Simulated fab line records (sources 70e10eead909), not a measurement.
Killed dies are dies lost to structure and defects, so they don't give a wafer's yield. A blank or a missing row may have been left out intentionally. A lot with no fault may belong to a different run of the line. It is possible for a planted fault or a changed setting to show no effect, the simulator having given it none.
Chamber matching -- flow nand_harc -- 4 sister chambers for NHARC_A_STAIRCASE_DESCUM_186 on rie_diel-03
The step chemistry O2, time 3 s. 16 wafers are shown with their chamber, then 8 later ones without.

## WAFERS WITH THEIR CHAMBER
wafer,chamber,drypump_motor_current_A (A),showerhead_plenum_p_Torr (Torr),throttle_valve_pct (%)
L078.1,3,6.0,1.90,11.323
L078.4,1,4.9,1.96,11.300
L078.6,3,6.1,1.90,11.319
L082.2,1,4.9,1.95,11.307
L082.5,1,4.9,1.95,11.304
L082.6,2,5.2,1.98,11.308
L081.1,3,6.0,1.89,11.321
L081.2,1,4.9,1.95,11.315
L081.4,2,5.2,1.97,11.313
L084.3,3,6.0,1.89,11.320
L084.4,1,4.9,1.95,11.313
L084.5,0,5.1,1.90,11.309
L087.1,2,5.2,1.97,11.305
L087.5,0,5.1,1.90,11.313
L087.6,1,4.9,1.95,11.319
L089.1,2,5.2,1.97,11.313

SIGNATURES (means of the wafers above)
reading,chamber 0,chamber 1,chamber 2,chamber 3,scatter within a chamber
drypump_motor_current_A,5.100,4.900,5.200,6.025,0.025
showerhead_plenum_p_Torr,1.9000,1.9517,1.9725,1.8950,0.00464
throttle_valve_pct,11.31100,11.30967,11.30975,11.32075,0.00519
Rule: a wafer lies at a distance from a chamber equal to the root of the sum of squares, over the readings, of (its reading less the chamber's mean, divided by the reading's scatter). The wafer belongs to the nearest chamber; if the next one is less than 2 further off, it can't be placed. The scatter: take each reading less its chamber's mean, square it, sum over the shown wafers, divide by the number of wafers less the number of chambers, and take the root.

## WAFERS MISSING THEIR CHAMBER
wafer,drypump_motor_current_A (A),showerhead_plenum_p_Torr (Torr),throttle_valve_pct (%)
L089.3,6.1,1.89,11.300
L089.4,4.9,1.95,11.320
L090.4,5.2,1.97,11.299
L090.5,5.1,1.89,11.301
L090.6,6.0,1.89,11.300
L091.2,6.0,1.89,11.320
L091.4,5.1,1.89,11.309
L091.5,5.2,1.97,11.317

## WHICH CHAMBER EACH ONE RAN IN
wafer,from the rows above,in truth
L089.3,3,3
L089.4,1,1
L090.4,2,2
L090.5,0,0
L090.6,3,3
L091.2,3,3
L091.4,0,0
L091.5,2,2
Correctly placed: 8 of 8. Not placeable from these rows: 0. 0 placed wrongly.
